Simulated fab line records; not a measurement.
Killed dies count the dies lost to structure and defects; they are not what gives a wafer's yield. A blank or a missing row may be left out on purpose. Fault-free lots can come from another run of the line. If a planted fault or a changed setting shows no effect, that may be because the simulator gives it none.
Chamber matching :: flow nand_harc :: cmp-03 running NHARC_P_CONTACT_CMP_24: 4 sister chambers
The step polishes, t overpolish 30 s, target thk 200 nm. 14 wafers are shown with their chamber, then 7 later ones without.

== WAFERS WITH THEIR CHAMBER ==
wafer: L289.4
chamber: 1
motor_current_A (A): 11.5
time_to_endpoint_s (s): 41.8
overpolish_run_s (s): 29.999

wafer: L289.5
chamber: 3
motor_current_A (A): 13.0
time_to_endpoint_s (s): 44.8
overpolish_run_s (s): 29.996

wafer: L289.6
chamber: 0
motor_current_A (A): 13.4
time_to_endpoint_s (s): 40.8
overpolish_run_s (s): 30.004

wafer: L291.2
chamber: 2
motor_current_A (A): 10.8
time_to_endpoint_s (s): 43.9
overpolish_run_s (s): 29.998

wafer: L291.3
chamber: 3
motor_current_A (A): 13.4
time_to_endpoint_s (s): 40.9
overpolish_run_s (s): 29.999

wafer: L291.6
chamber: 0
motor_current_A (A): 13.4
time_to_endpoint_s (s): 38.3
overpolish_run_s (s): 30.017

wafer: L292.1
chamber: 3
motor_current_A (A): 13.3
time_to_endpoint_s (s): 39.9
overpolish_run_s (s): 29.983

wafer: L292.4
chamber: 0
motor_current_A (A): 13.2
time_to_endpoint_s (s): 33.2
overpolish_run_s (s): 29.986

wafer: L292.5
chamber: 3
motor_current_A (A): 12.8
time_to_endpoint_s (s): 37.3
overpolish_run_s (s): 29.999

wafer: L295.1
chamber: 2
motor_current_A (A): 10.3
time_to_endpoint_s (s): 42.3
overpolish_run_s (s): 30.004

wafer: L295.5
chamber: 1
motor_current_A (A): 11.1
time_to_endpoint_s (s): 39.3
overpolish_run_s (s): 30.003

wafer: L295.6
chamber: 2
motor_current_A (A): 10.9
time_to_endpoint_s (s): 41.6
overpolish_run_s (s): 29.990

wafer: L296.1
chamber: 2
motor_current_A (A): 10.8
time_to_endpoint_s (s): 42.1
overpolish_run_s (s): 29.997

wafer: L296.4
chamber: 3
motor_current_A (A): 13.1
time_to_endpoint_s (s): 43.8
overpolish_run_s (s): 30.001

SIGNATURES (averages over the wafers above)
reading: motor_current_A
chamber 0: 13.333
chamber 1: 11.300
chamber 2: 10.700
chamber 3: 13.120
scatter within a chamber: 0.236

reading: time_to_endpoint_s
chamber 0: 37.433
chamber 1: 40.550
chamber 2: 42.475
chamber 3: 41.340
scatter within a chamber: 2.7

reading: overpolish_run_s
chamber 0: 30.00233
chamber 1: 30.00100
chamber 2: 29.99725
chamber 3: 29.99560
scatter within a chamber: 0.00896
Rule: for a wafer and a chamber, the distance is found by dividing, reading by reading, the gap between the wafer's reading and the chamber's mean by the reading's scatter, squaring, summing and taking the root. The wafer belongs to the nearest chamber; if the next one is less than 2 further off, it can't be placed. How the scatter is found: for the shown wafers, subtract from each reading the mean of its chamber, square and add these, divide the total by (wafers less chambers), then take the root.

== WAFERS WHOSE CHAMBER IS MISSING ==
wafer: L296.6
motor_current_A (A): 10.6
time_to_endpoint_s (s): 41.6
overpolish_run_s (s): 29.996

wafer: L297.1
motor_current_A (A): 13.3
time_to_endpoint_s (s): 36.7
overpolish_run_s (s): 30.011

wafer: L297.5
motor_current_A (A): 13.5
time_to_endpoint_s (s): 36.0
overpolish_run_s (s): 29.979

wafer: L297.6
motor_current_A (A): 12.6
time_to_endpoint_s (s): 41.8
overpolish_run_s (s): 30.003

wafer: L298.2
motor_current_A (A): 10.3
time_to_endpoint_s (s): 36.2
overpolish_run_s (s): 30.009

wafer: L298.4
motor_current_A (A): 13.1
time_to_endpoint_s (s): 38.5
overpolish_run_s (s): 30.005

wafer: L298.6
motor_current_A (A): 11.3
time_to_endpoint_s (s): 40.4
overpolish_run_s (s): 30.002

== CHAMBER TAKEN BY EACH ==
wafer: L296.6
from the rows above: 2
in truth: 2

wafer: L297.1
from the rows above: can't be placed: 0 or 3
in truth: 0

wafer: L297.5
from the rows above: can't be placed: 0 or 3
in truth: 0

wafer: L297.6
from the rows above: can't be placed: 3 or 0
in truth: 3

wafer: L298.2
from the rows above: can't be placed: 2 or 1
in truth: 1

wafer: L298.4
from the rows above: can't be placed: 0 or 3
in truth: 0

wafer: L298.6
from the rows above: 1
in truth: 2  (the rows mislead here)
Placed correctly: 1 of 7. Not placeable from these rows: 5 (in 5, the candidates include the true chamber). Placed wrongly: 1.
